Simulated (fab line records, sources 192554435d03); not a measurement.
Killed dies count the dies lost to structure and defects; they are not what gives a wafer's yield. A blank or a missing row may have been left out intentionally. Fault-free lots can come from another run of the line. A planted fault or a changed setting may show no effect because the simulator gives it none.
The tool behind it: which one?	flow n5Finfet	route of 1938 steps, sampled at 1 step: 12 lots, 36 wafers

## WHAT THE GAUGES READ, wafer by wafer
N5_BEOL_M2_CD_MEAS_35: target cd 18 nm, target cd y 22.2 nm.
lot	measured	on	cdNm (nm)
L075	day 7 14:23	cdSem-03	18.26 17.99 18.00
L076	day 7 21:06	cdSem-02	17.58 17.94 18.19
L079	day 8 00:44	cdSem-01	18.10 18.47 18.55
L081	day 8 17:49	cdSem-03	17.74 18.31 18.71
L082	day 9 04:53	cdSem-01	17.60 18.01 17.93
L085	day 10 09:44	cdSem-03	18.10 18.19 18.03
L087	day 10 15:12	cdSem-01	17.99 18.51 18.25
L088	day 10 23:22	cdSem-02	18.40 18.13 18.18
L092	day 11 13:31	cdSem-03	18.43 18.24 18.23
L093	day 11 17:22	cdSem-03	18.27 18.19 17.54
L095	day 12 03:07	cdSem-01	17.93 18.06 18.23
L097	day 13 09:23	cdSem-03	17.60 17.52 17.71

## EACH LOT AND THE TOOL THAT RAN IT (in order: tool; ch and the chambers of the sampled wafers; start)
The record holds no process step before these readings.

## THE ANSWER, worked out from the rows above alone
Rule: the lots themselves supply what counts as usual. The widest of any qualifying gaps counts: lots, ordered by their means at a reading, are off when they make up no more than a third of the lots, leave a main group of 4 or more, and stand apart from it by 3 or more times the standard deviation of that group's means. The tables above print the reading to a certain number of digits; a main group whose means all agree to those digits is not used. Also off: a lot with no number at a reading for which 4 or more lots have one. All remaining lots with rows at the step are treated as sound.
None of the lots is off at any reading shown; this tells nothing.

## WHAT THE SIMULATOR PUT IN
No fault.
